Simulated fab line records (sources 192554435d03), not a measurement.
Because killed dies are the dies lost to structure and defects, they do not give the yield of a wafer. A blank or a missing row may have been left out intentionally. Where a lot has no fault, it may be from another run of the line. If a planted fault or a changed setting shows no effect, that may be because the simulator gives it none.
The same fault as seen by 2 desks / flow n5 finfet / every desk sees just its own numbers, and what lay behind them comes last

## TOOL OWNER'S DESK, litho track-02
The tool's own readings at N5_BEOL_M5_COAT_60 (time 60 s, resist thk 12 nm): means of the sampled wafers that have a number, for each lot that ran on this tool. Any lot whose mean is over 4 standard deviations away from the usual mean is out of limits and marked OUT; that distance is given in the brackets.
Columns: A = spin speed rpm at N5_BEOL_M5_COAT_60, usual 1500.1 rpm
lot=L383; first seen here=day 8 19:22; A=1499.9
lot=L388; first seen here=day 9 22:44; A=1500.2
lot=L390; first seen here=day 9 22:53; A=1555.0 (+57) OUT
lot=L391; first seen here=day 10 14:03; A=1557.3 (+59) OUT
lot=L401; first seen here=day 14 00:10; A=1500.3
lot=L402; first seen here=day 14 04:08; A=1499.3
lot=L404; first seen here=day 14 22:53; A=1499.4
This desk finds L390, L391 out of limits, L390 being first, at day 9 22:53 (spin speed rpm at N5_BEOL_M5_COAT_60). L383, L388, L401, L402, L404 stayed within limits.

## FROM THE METROLOGY DESK
Means of the sampled wafers that have a number, per lot and without regard to the tool the lot ran on: this is what the gauges read. Any lot whose mean is over 4 standard deviations away from the usual mean is out of limits and marked OUT; that distance is given in the brackets.
Columns: A = M5_OVL at N5_BEOL_M5_OVL_MEAS_12, usual -0.1 nm
lot=L384; first seen here=day 8 16:30; A=-0.3
lot=L383; first seen here=day 8 19:49; A=0.2
lot=L388; first seen here=day 9 23:10; A=-0.4
lot=L390; first seen here=day 9 23:29; A=0.1
lot=L391; first seen here=day 10 14:22; A=-0.8
lot=L397; first seen here=day 12 00:59; A=0.5
lot=L398; first seen here=day 12 10:25; A=-1.1
lot=L399; first seen here=day 13 19:56; A=0.0
lot=L401; first seen here=day 14 00:28; A=-0.5
lot=L402; first seen here=day 14 04:33; A=0.4
lot=L404; first seen here=day 14 23:18; A=0.5
lot=L403; first seen here=day 14 23:28; A=-0.6
Finding of this desk: none of the 12 lots has anything out of limits.

## BROUGHT TOGETHER
On L390, L391, at day 9 22:53, an alarm was possible from the tool owner's desk.
Metrology desk: nothing out of limits seen.
The metrology desk holds a record of L390, L391, inside its limits.
N5_BEOL_M5_COAT_60 was run on litho track-02 by each of the lots named.

## WHAT WAS PUT IN BY THE SIMULATOR
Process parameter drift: litho track-02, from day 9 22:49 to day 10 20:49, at N5_BEOL_M5_COAT_60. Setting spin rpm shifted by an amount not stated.
Struck lots among those shown: L390, L391.
Delay in hours, fault start to first out-of-limits reading, by desk: the tool owner's desk at 0.
